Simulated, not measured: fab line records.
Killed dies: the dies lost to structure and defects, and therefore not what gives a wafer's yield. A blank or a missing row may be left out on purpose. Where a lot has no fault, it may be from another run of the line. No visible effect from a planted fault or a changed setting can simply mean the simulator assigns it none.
Chamber matching || flow nand-harc || NHARC_A_M0_DESCUM_14 on rie-diel-12: 4 sister chambers
The step chemistry O2, time 3 s. 18 wafers are shown with their chamber, then 9 later ones without.

## WAFERS, EACH WITH ITS CHAMBER
{"wafer": "L074.2", "chamber": 3, "showerhead-plenum-p-Torr (Torr)": 1.85, "drypump-motor-current-A (A)": 5.8, "oes-product-au (a.u.)": 1.001}
{"wafer": "L074.3", "chamber": 1, "showerhead-plenum-p-Torr (Torr)": 1.78, "drypump-motor-current-A (A)": 5.6, "oes-product-au (a.u.)": 0.988}
{"wafer": "L074.5", "chamber": 0, "showerhead-plenum-p-Torr (Torr)": 1.83, "drypump-motor-current-A (A)": 5.8, "oes-product-au (a.u.)": 0.989}
{"wafer": "L082.3", "chamber": 1, "showerhead-plenum-p-Torr (Torr)": 1.78, "drypump-motor-current-A (A)": 5.7, "oes-product-au (a.u.)": 0.995}
{"wafer": "L082.5", "chamber": 0, "showerhead-plenum-p-Torr (Torr)": 1.83, "drypump-motor-current-A (A)": 5.7, "oes-product-au (a.u.)": 0.989}
{"wafer": "L082.6", "chamber": 3, "showerhead-plenum-p-Torr (Torr)": 1.85, "drypump-motor-current-A (A)": 5.8, "oes-product-au (a.u.)": 0.993}
{"wafer": "L085.2", "chamber": 1, "showerhead-plenum-p-Torr (Torr)": 1.78, "drypump-motor-current-A (A)": 5.7, "oes-product-au (a.u.)": 0.990}
{"wafer": "L085.3", "chamber": 3, "showerhead-plenum-p-Torr (Torr)": 1.85, "drypump-motor-current-A (A)": 5.8, "oes-product-au (a.u.)": 0.979}
{"wafer": "L085.4", "chamber": 2, "showerhead-plenum-p-Torr (Torr)": 1.92, "drypump-motor-current-A (A)": 5.6, "oes-product-au (a.u.)": 1.003}
{"wafer": "L080.2", "chamber": 3, "showerhead-plenum-p-Torr (Torr)": 1.85, "drypump-motor-current-A (A)": 5.8, "oes-product-au (a.u.)": 0.990}
{"wafer": "L080.3", "chamber": 1, "showerhead-plenum-p-Torr (Torr)": 1.78, "drypump-motor-current-A (A)": 5.7, "oes-product-au (a.u.)": 0.986}
{"wafer": "L080.4", "chamber": 0, "showerhead-plenum-p-Torr (Torr)": 1.83, "drypump-motor-current-A (A)": 5.8, "oes-product-au (a.u.)": 0.987}
{"wafer": "L087.1", "chamber": 1, "showerhead-plenum-p-Torr (Torr)": 1.78, "drypump-motor-current-A (A)": 5.6, "oes-product-au (a.u.)": 0.987}
{"wafer": "L087.4", "chamber": 0, "showerhead-plenum-p-Torr (Torr)": 1.83, "drypump-motor-current-A (A)": 5.7, "oes-product-au (a.u.)": 0.997}
{"wafer": "L087.5", "chamber": 3, "showerhead-plenum-p-Torr (Torr)": 1.85, "drypump-motor-current-A (A)": 5.8, "oes-product-au (a.u.)": 0.984}
{"wafer": "L091.1", "chamber": 3, "showerhead-plenum-p-Torr (Torr)": 1.85, "drypump-motor-current-A (A)": 5.8, "oes-product-au (a.u.)": 0.982}
{"wafer": "L091.3", "chamber": 2, "showerhead-plenum-p-Torr (Torr)": 1.91, "drypump-motor-current-A (A)": 5.6, "oes-product-au (a.u.)": 0.994}
{"wafer": "L091.4", "chamber": 1, "showerhead-plenum-p-Torr (Torr)": 1.78, "drypump-motor-current-A (A)": 5.6, "oes-product-au (a.u.)": 0.984}

SIGNATURES (means of the wafers above)
{"reading": "showerhead-plenum-p-Torr", "chamber 0": 1.8300, "chamber 1": 1.7800, "chamber 2": 1.9150, "chamber 3": 1.8500, "scatter within a chamber": 0.00189}
{"reading": "drypump-motor-current-A", "chamber 0": 5.750, "chamber 1": 5.650, "chamber 2": 5.600, "chamber 3": 5.800, "scatter within a chamber": 0.0423}
{"reading": "oes-product-au", "chamber 0": 0.99050, "chamber 1": 0.98833, "chamber 2": 0.99850, "chamber 3": 0.98817, "scatter within a chamber": 0.006}
Rule: a wafer lies at a distance from a chamber equal to the root of the sum of squares, over the readings, of (its reading less the chamber's mean, divided by the reading's scatter). The wafer belongs to the nearest chamber; if the next one is less than 2 further off, it can't be placed. The scatter: take each reading less its chamber's mean, square it, sum over the shown wafers, divide by the number of wafers less the number of chambers, and take the root.

## WAFERS WITH NO CHAMBER GIVEN
{"wafer": "L093.1", "showerhead-plenum-p-Torr (Torr)": 1.91, "drypump-motor-current-A (A)": 5.7, "oes-product-au (a.u.)": 0.992}
{"wafer": "L093.4", "showerhead-plenum-p-Torr (Torr)": 1.85, "drypump-motor-current-A (A)": 5.8, "oes-product-au (a.u.)": 0.977}
{"wafer": "L093.6", "showerhead-plenum-p-Torr (Torr)": 1.85, "drypump-motor-current-A (A)": 5.8, "oes-product-au (a.u.)": 0.982}
{"wafer": "L094.2", "showerhead-plenum-p-Torr (Torr)": 1.85, "drypump-motor-current-A (A)": 5.8, "oes-product-au (a.u.)": 0.997}
{"wafer": "L094.3", "showerhead-plenum-p-Torr (Torr)": 1.83, "drypump-motor-current-A (A)": 5.8, "oes-product-au (a.u.)": 1.003}
{"wafer": "L094.4", "showerhead-plenum-p-Torr (Torr)": 1.78, "drypump-motor-current-A (A)": 5.6, "oes-product-au (a.u.)": 0.988}
{"wafer": "L095.1", "showerhead-plenum-p-Torr (Torr)": 1.91, "drypump-motor-current-A (A)": 5.7, "oes-product-au (a.u.)": 1.006}
{"wafer": "L095.2", "showerhead-plenum-p-Torr (Torr)": 1.83, "drypump-motor-current-A (A)": 5.7, "oes-product-au (a.u.)": 0.985}
{"wafer": "L095.4", "showerhead-plenum-p-Torr (Torr)": 1.91, "drypump-motor-current-A (A)": 5.6, "oes-product-au (a.u.)": 0.999}

## WHICH CHAMBER EACH WENT THROUGH
{"wafer": "L093.1", "from the rows above": 2, "in truth": 2}
{"wafer": "L093.4", "from the rows above": 3, "in truth": 3}
{"wafer": "L093.6", "from the rows above": 3, "in truth": 3}
{"wafer": "L094.2", "from the rows above": 3, "in truth": 3}
{"wafer": "L094.3", "from the rows above": 0, "in truth": 0}
{"wafer": "L094.4", "from the rows above": 1, "in truth": 1}
{"wafer": "L095.1", "from the rows above": 2, "in truth": 2}
{"wafer": "L095.2", "from the rows above": 0, "in truth": 0}
{"wafer": "L095.4", "from the rows above": 2, "in truth": 2}
Placed correctly: 9 of 9. Left unplaced by these rows: 0. Wrongly placed: 0.
